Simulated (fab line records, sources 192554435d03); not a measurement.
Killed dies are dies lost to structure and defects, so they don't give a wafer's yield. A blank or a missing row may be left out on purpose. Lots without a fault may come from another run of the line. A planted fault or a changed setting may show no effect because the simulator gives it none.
Split-lot experiment | flow n5_finfet | 7 lots, 21 wafers read, on a route of 1938 steps

THE SPLIT
At N5_BEOL_M14_SPUTTER_43 (material TaN, target thk 15 nm, time 24.19 s), the setting power_w was moved away from the recipe's 15000 W on 5 of the 21 wafers read, by +5.5% to +16.2%. The other wafers ran this setting at the recipe's value.

The reading is taken at the split's own step.

THE READING
TaN_of_BEOL_M14_SPUTTER_43.thk_nm (the simulator's own value, which no gauge read), in nm, at N5_BEOL_M14_SPUTTER_43 (material TaN, target thk 15 nm, time 24.19 s). The file gives no usual value for it. The 16 wafers here that ran the recipe average 15.0 nm, standard deviation 0.15 nm.

wafer  | tool, chamber at the split | power_w as run, W | against the recipe | TaN_of_BEOL_M14_SPUTTER_43.thk_nm, nm | against lot-mates on the recipe
L079.3 | pvd_sputter-03, -          | 15000             | recipe             | 15.2                                  | -
L079.5 | pvd_sputter-03, -          | 15000             | recipe             | 15.2                                  | -
L079.6 | pvd_sputter-03, -          | 15000             | recipe             | 15                                    | -
L080.1 | pvd_sputter-01, -          | 17180             | +14.5%             | 17                                    | +2.2
L080.5 | pvd_sputter-01, -          | 17180             | +14.5%             | 16.8                                  | +2.0
L080.6 | pvd_sputter-01, -          | 15000             | recipe             | 14.8                                  | -
L087.1 | pvd_sputter-03, -          | 15000             | recipe             | 15                                    | -
L087.4 | pvd_sputter-03, -          | 17430             | +16.2%             | 17.8                                  | +2.7
L087.5 | pvd_sputter-03, -          | 15000             | recipe             | 15.2                                  | -
L086.1 | pvd_sputter-03, -          | 15000             | recipe             | 15                                    | -
L086.2 | pvd_sputter-03, -          | 15000             | recipe             | 15                                    | -
L086.3 | pvd_sputter-03, -          | 15000             | recipe             | 15.2                                  | -
L088.1 | pvd_sputter-02, -          | 15820             | +5.5%              | 16.2                                  | +1.0
L088.3 | pvd_sputter-02, -          | 15000             | recipe             | 15.2                                  | -
L088.6 | pvd_sputter-02, -          | 15820             | +5.5%              | 16                                    | +0.8
L089.2 | pvd_sputter-01, -          | 15000             | recipe             | 14.8                                  | -
L089.6 | pvd_sputter-01, -          | 15000             | recipe             | 14.8                                  | -
L089.4 | pvd_sputter-01, -          | 15000             | recipe             | 15                                    | -
L093.4 | pvd_sputter-02, -          | 15000             | recipe             | 15                                    | -
L093.6 | pvd_sputter-02, -          | 15000             | recipe             | 15                                    | -
L093.5 | pvd_sputter-02, -          | 15000             | recipe             | 15.2                                  | -

THE FIT
A straight line over all 21 wafers: TaN_of_BEOL_M14_SPUTTER_43.thk_nm changes by +0.147 nm for each +1% of power_w; r = +0.97; the points scatter about the line by 0.21 nm.
The same after taking each lot's own level away (the mean of its wafers on the recipe; 21 wafers): +0.154 nm for each +1%; r = +0.99; scatter 0.12 nm.
On that fit, the largest move of power_w shifts the reading by 2.5 nm.
The lots' own levels span 14.80 to 15.20 nm, that is 2.8 times the standard deviation above.
So the lot-to-lot level changes the slope little: the two slopes agree.
Check: with one of the wafers moved furthest among these (+16.2%) left out of the fit, the line predicts +2.38 nm for it against its lot-mates. It came out at +2.7 nm against them.

OTHER SPLITS ON THESE WAFERS
These wafers also went through other splits before the reading. Each is held against what the fit with the lots' levels taken away leaves over:
other split on the same wafers | wafers away from the commonest value | r with TaN_of_BEOL_M14_SPUTTER_43.thk_nm (lot level and that fit taken away)
N5_BEOL_M10_DESCUM_16 time_s   | 8                                    | +0.21
N5_BEOL_M11_PECVD_70 temp_c    | 8                                    | -0.22
N5_BEOL_M13_COAT_22 spin_rpm   | 4                                    | -0.16
N5_BEOL_M13_EXPOSE_25 dose_mj  | 14                                   | +0.02
N5_BEOL_M14_ETCH_68 time_s     | 5                                    | +0.09

THE FILE'S OWN FIT
TaN_of_BEOL_M14_SPUTTER_43.thk_nm changes by +0.157 nm for each +1% of power_w, r = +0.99.
